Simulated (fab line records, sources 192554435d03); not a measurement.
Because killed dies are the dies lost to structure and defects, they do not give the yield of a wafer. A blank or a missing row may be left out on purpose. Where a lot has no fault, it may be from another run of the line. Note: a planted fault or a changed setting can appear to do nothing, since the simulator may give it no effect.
Matching of chambers | flow n5-finfet | N5_BEOL_M8_STRIP_67 on rie-diel-02: 4 sister chambers
The step strips in CF4. 8 wafers are shown with their chamber, then 8 later ones without.

== EACH WAFER AND ITS CHAMBER ==
wafer  | chamber | showerhead-plenum-p-Torr (Torr) | drypump-motor-current-A (A)
L078.4 | 3       | 1.92                            | 5.6
L082.2 | 0       | 1.81                            | 5.7
L084.2 | 3       | 1.92                            | 5.6
L084.5 | 1       | 1.75                            | 6.7
L089.1 | 2       | 1.74                            | 5.5
L089.4 | 0       | 1.80                            | 5.6
L089.5 | 1       | 1.75                            | 6.6
L094.3 | 2       | 1.73                            | 5.5

== WAFERS WITHOUT THEIR CHAMBER ==
wafer  | showerhead-plenum-p-Torr (Torr) | drypump-motor-current-A (A)
L094.5 | 1.80                            | 5.7
L094.6 | 1.75                            | 6.6
L092.1 | 1.80                            | 5.6
L092.4 | 1.75                            | 6.7
L092.5 | 1.80                            | 5.6
L096.1 | 1.80                            | 5.6
L096.3 | 1.73                            | 5.5
L096.4 | 1.74                            | 6.6

== WHICH CHAMBER EACH ONE RAN IN ==
wafer  | from the rows above | in truth
L094.5 | 0                   | 0
L094.6 | 1                   | 1
L092.1 | 0                   | 0
L092.4 | 1                   | 1
L092.5 | 0                   | 0
L096.1 | 0                   | 0
L096.3 | 2                   | 2
L096.4 | 1                   | 1
Correctly placed: 8 of 8. Number that these rows cannot place: 0. Number placed wrongly: 0.
How it was worked out, from the rows above alone: a wafer's distance from a chamber is the root of the sum, over the readings, of the square of ((its reading less the chamber's mean) divided by the reading's scatter). The wafer belongs to the nearest chamber; if the next one is less than 2 further off, it can't be placed. For every chamber, the mean is computed from those of its wafers that are shown. How the scatter is found: for the shown wafers, subtract from each reading the mean of its chamber, square and add these, divide the total by (wafers less chambers), then take the root.
